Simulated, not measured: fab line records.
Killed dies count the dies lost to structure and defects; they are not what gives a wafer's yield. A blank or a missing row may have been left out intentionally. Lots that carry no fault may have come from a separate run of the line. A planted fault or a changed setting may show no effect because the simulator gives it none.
Code-filled problem report in 8D (eight disciplines) form    flow nand-harc    the parts of the form that need people (team, actions taken, sign-off) are left out

1. WHAT WENT WRONG
A mean of 59.5 s is read at NHARC_A_STAIRCASE_ETCH_201 for run-length-s, taken on 1 wafer of 1 lot, against 61.7 s (standard deviation 0.33) on wafers free of any fault. Relative to the usual mean, that is a shift of -6.7 standard deviations.
The step: etches the open film in C4F8/O2, target depth 100 nm, time 40.5 s.
First observed at day 15 14:14: wafer L168.4, on rie-diel-10. The record holds 36 wafers of 12 lots with a number at this step. By rule, "out" or "out of limits" means more than 4 standard deviations away from the usual mean. The other wafers with a number count as sound.

2. WHAT IT IS AND WHAT IT IS NOT
question                     is                 is not
which readings at this step  run-length-s       oes-product-au, rf-vpp-V
which lots                   L168               L151, L152, L155, L156, L157, L158, L159, L160, L163, L166, L173
which wafers of those lots   L168.4             L168.1, L168.3
read on which tools          rie-diel-10        rie-diel-01, rie-diel-05
when                         from day 15 14:14  up to then (32 sound wafers); but 3 sound wafers of L173 came after

3. WHAT RULES OUT EACH SUSPECT
Counting: any tool at a process step up to the reading remains a suspect provided it ran every lot that is out. Sound lots after the first of them don't rule it out here, since some wafers of a struck lot are sound.
- rie-diel-10 at NHARC_A_STAIRCASE_TRIM_14 (chemistry O2, time 211.2 s): kept. L168, the lot that is out, went through it at day 15 13:34; up to then, the latest sound lot through it was L166 at day 14 22:50. With no start given for some of its lots, NHARC_A_STAIRCASE_TRIM_14 uses the hours and lot order of NHARC_A_STAIRCASE_TRIM_196.
- rie-diel-10 at NHARC_A_STAIRCASE_TRIM_196 (chemistry O2, time 211.2 s): kept. L168, the lot that is out, went through it at day 15 13:34; up to then, the latest sound lot through it was L156 at day 12 18:44.
- rie-diel-10 at NHARC_A_STAIRCASE_ETCH_199 (etches the open film in C4F8/O2, target depth 100 nm, time 40.5 s): kept. L168, the lot that is out, went through it at day 15 14:14; up to then, the latest sound lot through it was L156 at day 12 19:54. With no start given for some of its lots, NHARC_A_STAIRCASE_ETCH_199 uses the hours and lot order of NHARC_A_STAIRCASE_ETCH_201.
- rie-diel-10 at NHARC_A_STAIRCASE_ETCH_201 (etches the open film in C4F8/O2, target depth 100 nm, time 40.5 s): kept. L168, the lot that is out, went through it at day 15 14:14; up to then, the latest sound lot through it was L156 at day 12 19:54. Out on those wafers are its own readings of run-length-s.
- Within rie-diel-10 at NHARC_A_STAIRCASE_TRIM_14: the wafers that are out ran in chamber 0; their sound lot-mates ran in chambers 1, 2.
- Within rie-diel-10 at NHARC_A_STAIRCASE_TRIM_196: the wafers that are out ran in chamber 0; their sound lot-mates ran in chambers 2, 3.
- Within rie-diel-10 at NHARC_A_STAIRCASE_ETCH_199: the wafers that are out ran in chamber 2; their sound lot-mates ran in chambers 1, 3.
- Within rie-diel-10 at NHARC_A_STAIRCASE_ETCH_201: the wafers that are out ran in chamber 2; their sound lot-mates ran in chambers 1, 3.
Left after counting: rie-diel-10 at NHARC_A_STAIRCASE_TRIM_14, rie-diel-10 at NHARC_A_STAIRCASE_TRIM_196, rie-diel-10 at NHARC_A_STAIRCASE_ETCH_199, rie-diel-10 at NHARC_A_STAIRCASE_ETCH_201.

4. THE CAUSE (what the simulator had put in)
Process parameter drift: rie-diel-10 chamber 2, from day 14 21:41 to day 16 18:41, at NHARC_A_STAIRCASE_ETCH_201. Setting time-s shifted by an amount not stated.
Counting leaves 4 suspects; this tool is one of them.

5. SEQUENCE OF EFFECTS, ordered by route
Rows list readings where the struck wafers' mean (over those with a number) sits beyond 3 standard deviations from the usual. Only readings whose record carries a usual standard deviation are examined. hours: median over the lots of the time between each lot's start at the first step of this table that gives one and its start at this step. sigmas: the change, counted in usual standard deviations.
hours  step                        reading       usual   on struck wafers  change  sigmas
0      NHARC_A_STAIRCASE_ETCH_201  run-length-s  61.7 s  59.5              -2.2    -6.7
Process steps it contains:
- NHARC_A_STAIRCASE_ETCH_201: etches the open film in C4F8/O2, target depth 100 nm, time 40.5 s.

6. HOW IT WOULD HAVE BEEN CAUGHT EARLIER
The fault began at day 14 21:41; the first out-of-limits reading in this record came at day 15 14:14, 17 hours later.
